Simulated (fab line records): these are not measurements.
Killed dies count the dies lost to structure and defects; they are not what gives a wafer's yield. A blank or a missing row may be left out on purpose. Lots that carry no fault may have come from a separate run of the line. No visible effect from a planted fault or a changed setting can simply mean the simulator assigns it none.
Which tool did it? | flow n5-finfet | 24 lots with 72 wafers sampled at 4 steps, on a route of 1938 steps

WHAT THE GAUGES SHOWED, per wafer
N5_BEOL_M3_INSPECT_59: inspects for defects (darkfield). Usual: raw-defect-count at 69, with a standard deviation of 23.
lot  | measured     | on                | raw-defect-count | flag
L074 | day 7 08:45  | defect-inspect-02 | 110 91 66        |
L075 | day 8 03:14  | defect-inspect-02 | 51 81 37         |
L077 | day 8 03:41  | defect-inspect-02 | 106 135 96       |
L076 | day 8 07:56  | defect-inspect-02 | 116 67 106       |
L078 | day 8 14:57  | defect-inspect-02 | 44 42 40         |
L079 | day 8 17:41  | defect-inspect-01 | 70 120 87        |
L080 | day 9 01:58  | defect-inspect-02 | 90 71 63         |
L082 | day 9 16:16  | defect-inspect-01 | 51 112 58        |
L081 | day 9 16:28  | defect-inspect-01 | 60 55 49         |
L083 | day 9 17:57  | defect-inspect-01 | 37 89 41         |
L084 | day 9 20:38  | defect-inspect-01 | 62 98 64         |
L085 | day 10 15:06 | defect-inspect-01 | 54 61 65         |
L087 | day 11 04:20 | defect-inspect-01 | 51 82 55         |
L088 | day 11 06:59 | defect-inspect-02 | 71 100 71        |
L086 | day 11 08:23 | defect-inspect-01 | 49 67 51         |
L089 | day 11 11:53 | defect-inspect-02 | 33 52 40         |
L090 | day 11 16:35 | defect-inspect-02 | 51 59 57         |
L092 | day 11 18:32 | defect-inspect-02 | 90 37 52         |
L091 | day 11 19:17 | defect-inspect-02 | 75 69 32         |
L093 | day 12 14:46 | defect-inspect-01 | 73 79 77         |
L094 | day 13 05:25 | defect-inspect-02 | 85 48 66         |
L096 | day 13 07:51 | defect-inspect-01 | 63 78 64         |
L095 | day 13 09:34 | defect-inspect-02 | 85 76 78         |
L097 | day 13 11:55 | defect-inspect-02 | 63 67 27         |

N5_BEOL_M4_OVL_MEAS_12. Usual: M4_OVL gives 0.3 nm (standard deviation 0.66).
lot  | measured     | on         | M4_OVL (nm)    | flag
L074 | day 7 09:47  | overlay-02 | 2.1 0.7 0.3    |
L075 | day 8 04:10  | overlay-02 | 0.8 1.2 0.6    |
L077 | day 8 04:35  | overlay-02 | -0.3 -0.4 -0.4 |
L076 | day 8 09:34  | overlay-02 | -0.8 0.0 0.1   |
L078 | day 8 18:08  | overlay-02 | 1.3 0.8 0.3    |
L079 | day 8 19:02  | overlay-02 | -0.4 -0.1 0.6  |
L080 | day 9 03:25  | overlay-01 | 0.1 0.0 -0.3   |
L082 | day 9 17:26  | overlay-02 | 0.3 0.1 0.3    |
L081 | day 9 17:39  | overlay-01 | 1.2 0.7 0.9    |
L083 | day 9 18:46  | overlay-01 | 1.0 1.7 0.9    |
L084 | day 9 21:47  | overlay-01 | 0.0 -0.2 0.5   |
L085 | day 10 17:04 | overlay-02 | 0.2 -0.4 -0.6  |
L087 | day 11 04:58 | overlay-01 | -0.3 -0.7 -0.4 |
L088 | day 11 08:31 | overlay-01 | 0.7 0.6 1.1    |
L086 | day 11 09:15 | overlay-02 | -0.9 -1.0 -1.6 |
L089 | day 11 14:18 | overlay-01 | 2.0 1.1 1.3    |
L090 | day 11 18:24 | overlay-02 | 0.5 -0.1 -0.1  |
L092 | day 11 21:20 | overlay-01 | 0.6 0.5 1.6    |
L091 | day 11 21:23 | overlay-01 | -0.3 -0.5 -0.1 |
L093 | day 12 18:26 | overlay-02 | 0.7 -0.5 0.2   |
L094 | day 13 07:50 | overlay-01 | 0.1 0.2 -1.4   |
L096 | day 13 11:04 | overlay-02 | 1.2 0.5 0.2    |
L095 | day 13 11:25 | overlay-02 | 0.3 -0.3 0.3   |
L097 | day 13 13:10 | overlay-01 | 0.6 0.5 0.2    |

EACH LOT AND THE TOOL THAT RAN IT (in order: tool; ch and the chambers of the sampled wafers; start)
lot  | N5_BEOL_M3_SPUTTER_81        | N5_BEOL_M3_ANNEAL_89
L074 | pvd-sputter-01, day 7 06:18  | pvd-sputter-01, day 7 06:49
L075 | pvd-sputter-02, day 8 00:49  | pvd-sputter-02, day 8 01:20
L077 | pvd-sputter-01, day 8 01:16  | pvd-sputter-01, day 8 01:47
L076 | pvd-sputter-03, day 8 05:32  | pvd-sputter-03, day 8 06:03
L078 | pvd-sputter-03, day 8 12:34  | pvd-sputter-03, day 8 13:05
L079 | pvd-sputter-02, day 8 15:17  | pvd-sputter-02, day 8 15:49
L080 | pvd-sputter-02, day 8 23:33  | pvd-sputter-02, day 9 00:04
L082 | pvd-sputter-01, day 9 13:43  | pvd-sputter-01, day 9 14:14
L081 | pvd-sputter-02, day 9 13:46  | pvd-sputter-02, day 9 14:17
L083 | pvd-sputter-01, day 9 15:33  | pvd-sputter-01, day 9 16:04
L084 | pvd-sputter-01, day 9 18:14  | pvd-sputter-01, day 9 18:45
L085 | pvd-sputter-01, day 10 12:22 | pvd-sputter-01, day 10 12:53
L087 | pvd-sputter-01, day 11 01:43 | pvd-sputter-01, day 11 02:14
L088 | pvd-sputter-01, day 11 04:35 | pvd-sputter-01, day 11 05:07
L086 | pvd-sputter-03, day 11 05:59 | pvd-sputter-03, day 11 06:31
L089 | pvd-sputter-01, day 11 09:29 | pvd-sputter-01, day 11 10:01
L090 | pvd-sputter-03, day 11 14:11 | pvd-sputter-03, day 11 14:43
L092 | pvd-sputter-03, day 11 16:09 | pvd-sputter-03, day 11 16:40
L091 | pvd-sputter-01, day 11 16:52 | pvd-sputter-01, day 11 17:23
L093 | pvd-sputter-03, day 12 12:23 | pvd-sputter-03, day 12 12:54
L094 | pvd-sputter-02, day 13 02:38 | pvd-sputter-02, day 13 03:10
L096 | pvd-sputter-03, day 13 05:27 | pvd-sputter-03, day 13 05:58
L095 | pvd-sputter-01, day 13 07:03 | pvd-sputter-01, day 13 07:34
L097 | pvd-sputter-02, day 13 09:07 | pvd-sputter-02, day 13 09:38
- N5_BEOL_M3_SPUTTER_81: material Cu, target thk 4.5 nm, time 8.29 s.
- N5_BEOL_M3_ANNEAL_89: time 240 s.

WHAT THE TOOLS THEMSELVES READ (means of the sampled wafers that have a number; where no wafer has one, the mark that the record gives instead)
N5_BEOL_M3_SPUTTER_81. Usual: chuck-sensor-temp-C -15.9 C, standard deviation 0.58; substrate-temp-c -20.01 C, standard deviation 0.099; throttle-valve-pct 29.9 %, standard deviation 1.1.
lot  | tool           | chuck-sensor-temp-C (C) | substrate-temp-c (C) | throttle-valve-pct (%) | flag
L074 | pvd-sputter-01 | -15.6                   | -20.04               | 30.8                   |
L075 | pvd-sputter-02 | -15.8                   | -19.98               | 28.4                   |
L077 | pvd-sputter-01 | -16.3                   | -20.03               | 30.1                   |
L076 | pvd-sputter-03 | -15.7                   | -20.08               | 29.3                   |
L078 | pvd-sputter-03 | -15.9                   | -19.98               | 29.6                   |
L079 | pvd-sputter-02 | -15.6                   | -20.04               | 28.9                   |
L080 | pvd-sputter-02 | -15.8                   | -19.96               | 29.0                   |
L082 | pvd-sputter-01 | -15.7                   | -20.07               | 31.0                   |
L081 | pvd-sputter-02 | -15.8                   | -19.89               | 28.8                   |
L083 | pvd-sputter-01 | -16.2                   | -20.03               | 29.8                   |
L084 | pvd-sputter-01 | -16.5                   | -20.02               | 30.2                   |
L085 | pvd-sputter-01 | -15.8                   | -20.06               | 31.3                   |
L087 | pvd-sputter-01 | -16.0                   | -20.07               | 29.8                   |
L088 | pvd-sputter-01 | -16.3                   | -19.91               | 29.5                   |
L086 | pvd-sputter-03 | -16.1                   | -19.95               | 29.5                   |
L089 | pvd-sputter-01 | -16.3                   | -20.00               | 30.0                   |
L090 | pvd-sputter-03 | -16.4                   | -19.94               | 29.4                   |
L092 | pvd-sputter-03 | -15.9                   | -20.02               | 29.7                   |
L091 | pvd-sputter-01 | -16.3                   | -20.02               | 30.1                   |
L093 | pvd-sputter-03 | -16.2                   | -20.03               | 30.4                   |
L094 | pvd-sputter-02 | -15.7                   | -20.00               | 28.9                   |
L096 | pvd-sputter-03 | -16.0                   | -20.02               | 29.5                   |
L095 | pvd-sputter-01 | -15.8                   | -20.04               | 30.4                   |
L097 | pvd-sputter-02 | -16.0                   | -19.88               | 29.0                   |

N5_BEOL_M3_ANNEAL_89. Usual: heater-power-w at 812 W, with a standard deviation of 71.
lot  | tool           | heater-power-w (W) | flag
L074 | pvd-sputter-01 | 857                |
L075 | pvd-sputter-02 | 755                |
L077 | pvd-sputter-01 | 875                |
L076 | pvd-sputter-03 | 717                |
L078 | pvd-sputter-03 | 730                |
L079 | pvd-sputter-02 | 763                |
L080 | pvd-sputter-02 | 792                |
L082 | pvd-sputter-01 | 885                |
L081 | pvd-sputter-02 | 791                |
L083 | pvd-sputter-01 | 883                |
L084 | pvd-sputter-01 | 888                |
L085 | pvd-sputter-01 | 867                |
L087 | pvd-sputter-01 | 873                |
L088 | pvd-sputter-01 | 870                |
L086 | pvd-sputter-03 | 733                |
L089 | pvd-sputter-01 | 875                |
L090 | pvd-sputter-03 | 755                |
L092 | pvd-sputter-03 | 721                |
L091 | pvd-sputter-01 | 851                |
L093 | pvd-sputter-03 | 747                |
L094 | pvd-sputter-02 | 771                |
L096 | pvd-sputter-03 | 725                |
L095 | pvd-sputter-01 | 865                |
L097 | pvd-sputter-02 | 802                |

THE ANSWER, worked out from the rows above alone
Rule: a lot counts as off when the mean over its wafers that have a number is more than 3 standard deviations away from the usual mean. Also off: a lot with no number at a reading for which 4 or more lots have one. All remaining lots with rows at the step are treated as sound. First the gauges in route order, then the tools' own readings, where a lot's mean is used as printed above. The first step at which some lot is off is used, and at that step the reading that is off furthest; a lot without a number counts as furthest.
Nothing can be told from this: no lot is off at any reading shown.

WHAT THE SIMULATOR HAD PUT IN
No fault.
